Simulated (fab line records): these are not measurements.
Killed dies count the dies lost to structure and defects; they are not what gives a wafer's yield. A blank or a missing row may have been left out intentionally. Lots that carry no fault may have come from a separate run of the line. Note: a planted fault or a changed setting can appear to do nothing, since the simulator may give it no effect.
Which tool was responsible? ; flow n5_finfet ; 24 wafers from 8 lots sampled at 7 of the route's 1938 steps

WHAT EACH GAUGE READ, for each wafer
N5_BEOL_M3_CD_MEAS_28: target cd 25.7 nm, target cd y 23.3 nm. Usual: cd_nm at 25.71 nm, with a standard deviation of 0.24.
lot;measured;on;cd_nm (nm);flag
L247;day 9 06:49;cd_sem-03;25.35 25.75 25.89;
L248;day 9 06:55;cd_sem-02;25.89 25.32 25.55;
L252;day 10 12:30;cd_sem-03;25.48 25.57 25.70;
L254;day 10 12:37;cd_sem-01;25.98 25.21 25.71;
L253;day 10 12:56;cd_sem-02;25.80 25.80 25.84;
L255;day 10 23:37;cd_sem-02;25.55 25.34 26.17;
L258;day 11 09:29;cd_sem-02;25.51 25.64 25.26;
L262;day 13 03:57;cd_sem-03;25.54 25.60 26.06;

N5_BEOL_M3_OVL_MEAS_29. Usual: V2_OVL typically reads -0.4 nm, with standard deviation 0.55.
lot;measured;on;V2_OVL (nm);flag
L247;day 9 06:50;overlay-01;0.4 -0.1 -0.5;
L248;day 9 06:57;overlay-01;-0.7 -1.0 -0.9;
L252;day 10 12:32;overlay-02;-0.1 -0.5 -0.1;
L254;day 10 12:38;overlay-02;-1.1 -0.4 0.1;
L253;day 10 12:59;overlay-01;0.4 -0.6 0.0;
L255;day 10 23:38;overlay-02;-0.4 0.3 -0.3;
L258;day 11 09:31;overlay-02;-1.8 0.1 -1.9;
L262;day 13 03:59;overlay-01;-0.7 -1.4 -0.4;

N5_BEOL_M4_RC_MEAS_101. Usual: DIBL_N 36.5 mV/V, standard deviation 1.7; DIBL_P 36.3 mV/V, standard deviation 2.1; IOFF_N 0.16 nA/um, standard deviation 0.036; IOFF_P 0.21 nA/um, standard deviation 0.037; ION_N 676 uA/um, standard deviation 12; ION_P 462 uA/um, standard deviation 7.6; SS_N 71.5 mV/dec, standard deviation 0.68; SS_P 73.3 mV/dec, standard deviation 0.63; VT_N 249 mV, standard deviation 3.5; VT_P -250 mV, standard deviation 3.5.
lot;measured;on;DIBL_N (mV/V);DIBL_P (mV/V);IOFF_N (nA/um);IOFF_P (nA/um);ION_N (uA/um);ION_P (uA/um);SS_N (mV/dec);SS_P (mV/dec);VT_N (mV);VT_P (mV);flag
L252;day 11 11:20;prober-01;34.2 36.2 36.8;35.5 37.2 38.8;0.12 0.15 0.18;0.17 0.19 0.22;664 677 686;455 457 465;70.5 70.7 71.7;73.1 73.5 74.0;252 249 247;-254 -250 -250;
L254;day 11 11:36;prober-02;38.1 35.3 36.1;39.7 36.3 37.3;0.23 0.17 0.19;0.26 0.21 0.22;695 685 688;469 467 466;73.0 71.8 71.5;73.4 73.4 73.4;244 250 248;-248 -250 -252;
L253;day 11 14:52;prober-02;36.1 38.9 36.0;35.1 38.4 34.6;0.16 0.22 0.15;0.25 0.31 0.23;675 694 673;479 476 475;70.8 72.2 71.7;73.5 73.6 72.5;247 245 247;-244 -239 -249;
L255;day 12 00:33;prober-02;36.0 34.1 35.2;36.6 34.7 36.3;0.15 0.13 0.15;0.21 0.19 0.21;667 677 675;456 466 466;72.2 71.1 71.9;73.3 73.0 73.5;252 251 251;-250 -250 -250;
L258;day 12 18:10;prober-02;38.1 37.3 36.4;39.1 38.4 37.8;0.23 0.21 0.19;0.26 0.26 0.24;689 701 693;467 477 473;72.1 71.9 71.6;73.5 73.4 74.1;245 243 247;-246 -247 -248;
L262;day 13 22:52;prober-02;38.3 36.6 35.1;38.7 36.7 35.0;0.19 0.14 0.14;0.25 0.23 0.20;673 654 668;469 459 462;72.7 71.7 71.7;73.5 73.3 73.1;246 253 250;-248 -248 -249;

WHICH TOOL RAN EACH LOT (tool, then ch and the chambers of the sampled wafers, then the start)
lot;N5_BEOL_M3_STRIP_66;N5_BEOL_M3_ETCH_69;N5_BEOL_M3_ETCHBACK_99;N5_BEOL_M3_VIA_ETCH_34
L247;rie_diel-05 ch 1,3, day 9 06:08;rie_diel-04 ch 2,3, day 9 06:59;rie_diel-01 ch 1,3, day 9 13:35;rie_diel-01 ch 1,3, day 9 13:44
L248;rie_diel-04 ch 0,1, day 9 06:22;rie_diel-04 ch 0,1,2, day 9 07:21;rie_diel-05 ch 0,3, day 9 14:10;rie_diel-05 ch 0,3, day 9 14:18
L252;rie_diel-01 ch 1,2, day 10 11:51;rie_diel-05 ch 0,1, day 10 12:41;rie_diel-04 ch 0,3, day 10 13:34;rie_diel-04 ch 0,3, day 10 13:42
L254;rie_diel-01 ch 1,2,3, day 10 12:04;rie_diel-04 ch 0,2, day 10 12:47;rie_diel-01 ch 1,2, day 10 16:05;rie_diel-01 ch 1,2, day 10 16:14
L253;rie_diel-04 ch 0,2,3, day 10 12:11;rie_diel-04 ch 0,2,3, day 10 13:07;rie_diel-05 ch 1,2, day 10 21:20;rie_diel-05 ch 1,2, day 10 21:28
L255;rie_diel-01 ch 1,2,3, day 10 22:57;rie_diel-04 ch 2,3, day 10 23:47;rie_diel-05 ch 1,2, day 11 06:32;rie_diel-05 ch 1,2, day 11 06:40
L258;rie_diel-05 ch 0,2,3, day 11 08:49;rie_diel-04 ch 1,3, day 11 09:50;rie_diel-01 ch 1,3, day 11 14:56;rie_diel-01 ch 1,3, day 11 15:04
L262;rie_diel-04 ch 0,1,3, day 13 03:17;rie_diel-01 ch 0,1, day 13 04:30;rie_diel-01 ch 2,3, day 13 09:41;rie_diel-01 ch 2,3, day 13 09:50
- N5_BEOL_M3_STRIP_66: strips in CF4.
- N5_BEOL_M3_ETCH_69: etches SiARC in CF4, target depth 15.6 nm, time 26 s.
- N5_BEOL_M3_ETCHBACK_99: etches SiO2 in CHF3, target depth 5 nm, time 10.4 s.
- N5_BEOL_M3_VIA_ETCH_34: etches the open film in C4F6/O2, target depth 69.4 nm, time 65.9 s.

WHAT THE TOOLS THEMSELVES READ (means of the sampled wafers that have a number; where no wafer has one, the mark that the record gives instead)
N5_BEOL_M3_STRIP_66. Usual: drypump_motor_current_A 5.8 A, standard deviation 0.41; oes_product_au 0.80 a.u., standard deviation 0.065; rf_vpp_V 271.5 V, standard deviation 1.5; showerhead_plenum_p_Torr 1.82 Torr, standard deviation 0.059; throttle_valve_pct 13.56 %, standard deviation 0.17.
lot;tool;drypump_motor_current_A (A);oes_product_au (a.u.);rf_vpp_V (V);showerhead_plenum_p_Torr (Torr);throttle_valve_pct (%);flag
L247;rie_diel-05;6.2;0.73;271.1;1.82;13.76;
L248;rie_diel-04;5.6;0.80;271.5;1.87;13.56;
L252;rie_diel-01;5.5;0.78;269.8;1.75;13.56;
L254;rie_diel-01;5.8;0.78;270.3;1.76;13.52;
L253;rie_diel-04;5.5;0.83;272.0;1.87;13.36;
L255;rie_diel-01;5.8;0.77;270.3;1.76;13.53;
L258;rie_diel-05;5.8;0.78;272.1;1.83;13.68;
L262;rie_diel-04;5.5;0.79;272.8;1.86;13.53;

N5_BEOL_M3_ETCH_69. Usual: bias_w 36.00 W, standard deviation 0.099; cf4_flow_sccm 100.0 sccm, standard deviation 0.31; drypump_motor_current_A 5.7 A, standard deviation 0.38; etch_rf_on_time_s 25.8 s, standard deviation 0.63; oes_product_au 0.69 a.u., standard deviation 0.061; rf_vpp_V 184.3 V, standard deviation 1.4; showerhead_plenum_p_Torr 2.17 Torr, standard deviation 0.076; throttle_valve_pct 15.58 %, standard deviation 0.17.
lot;tool;bias_w (W);cf4_flow_sccm (sccm);drypump_motor_current_A (A);etch_rf_on_time_s (s);oes_product_au (a.u.);rf_vpp_V (V);showerhead_plenum_p_Torr (Torr);throttle_valve_pct (%);flag
L247;rie_diel-04;-;-;-;-;-;-;-;-;OFF
L248;rie_diel-04;-;-;-;-;-;-;-;-;OFF
L252;rie_diel-05;36.02;99.9;6.0;26.5;0.70;184.1;2.12;15.68;
L254;rie_diel-04;36.06;100.3;5.2;25.0;0.69;184.8;2.18;15.48;
L253;rie_diel-04;35.99;100.1;5.5;25.5;0.72;184.7;2.23;15.41;
L255;rie_diel-04;36.14;100.1;5.6;25.6;0.76;186.1;2.28;15.32;
L258;rie_diel-04;36.15;100.1;5.8;25.3;0.73;185.8;2.26;15.54;
L262;rie_diel-01;35.95;100.1;6.2;26.1;0.65;183.7;2.12;15.48;

N5_BEOL_M3_ETCHBACK_99. Usual: drypump_motor_current_A 5.7 A, standard deviation 0.42; oes_product_au 0.80 a.u., standard deviation 0.07; rf_vpp_V 239 V, standard deviation 5; showerhead_plenum_p_Torr 2.16 Torr, standard deviation 0.074; throttle_valve_pct 17.04 %, standard deviation 0.17.
lot;tool;drypump_motor_current_A (A);oes_product_au (a.u.);rf_vpp_V (V);showerhead_plenum_p_Torr (Torr);throttle_valve_pct (%);flag
L247;rie_diel-01;6.1;0.30;237;2.15;16.94;OFF
L248;rie_diel-05;6.1;0.29;237;2.19;16.98;OFF
L252;rie_diel-04;5.5;0.86;240;2.24;16.89;
L254;rie_diel-01;5.9;0.81;235;2.10;16.96;
L253;rie_diel-05;5.6;0.78;245;2.13;17.22;
L255;rie_diel-05;5.6;0.77;246;2.13;17.23;
L258;rie_diel-01;6.1;0.76;238;2.14;17.01;
L262;rie_diel-01;5.4;0.76;237;2.11;17.21;

N5_BEOL_M3_VIA_ETCH_34. Usual: C4F6_flow_sccm 10.00 sccm, standard deviation 0.031; O2_flow_sccm 10.00 sccm, standard deviation 0.03; drypump_motor_current_A 5.8 A, standard deviation 0.42; oes_product_au 0.80 a.u., standard deviation 0.071; rf_vpp_V 662 V, standard deviation 13; showerhead_plenum_p_Torr 2.86 Torr, standard deviation 0.094; throttle_valve_pct 30.77 %, standard deviation 0.2.
lot;tool;C4F6_flow_sccm (sccm);O2_flow_sccm (sccm);drypump_motor_current_A (A);oes_product_au (a.u.);rf_vpp_V (V);showerhead_plenum_p_Torr (Torr);throttle_valve_pct (%);flag
L247;rie_diel-01;9.97;10.00;6.1;0.30;656;2.83;30.60;OFF
L248;rie_diel-05;10.03;9.96;6.1;0.30;655;2.90;30.44;OFF
L252;rie_diel-04;10.02;10.02;5.5;0.86;664;2.95;30.69;
L254;rie_diel-01;9.98;9.99;5.9;0.81;649;2.77;30.82;
L253;rie_diel-05;10.00;10.01;5.6;0.78;679;2.81;30.90;
L255;rie_diel-05;10.01;9.98;5.6;0.77;678;2.81;30.90;
L258;rie_diel-01;9.98;10.02;6.1;0.76;656;2.82;30.73;
L262;rie_diel-01;10.00;10.00;5.4;0.76;655;2.78;30.98;

THE ANSWER, worked out from the rows above alone
Rule: a lot counts as off when the mean over its wafers that have a number is more than 3 standard deviations away from the usual mean. Also off: a lot with no number at a reading for which 4 or more lots have one. All remaining lots with rows at the step are treated as sound. First the gauges in route order, then the tools' own readings, where a lot's mean is used as printed above. The first step at which some lot is off is used, and at that step the reading that is off furthest; a lot without a number counts as furthest.
Off: L247, L248, at N5_BEOL_M3_ETCH_69 (bias_w). Without a number there: L247, L248.
A tool fits if, at that step or a process step before it, it ran every lot that is off, and no sound lot after the first of them. Not one of the candidates tried fits.

WHAT THE SIMULATOR PUT IN
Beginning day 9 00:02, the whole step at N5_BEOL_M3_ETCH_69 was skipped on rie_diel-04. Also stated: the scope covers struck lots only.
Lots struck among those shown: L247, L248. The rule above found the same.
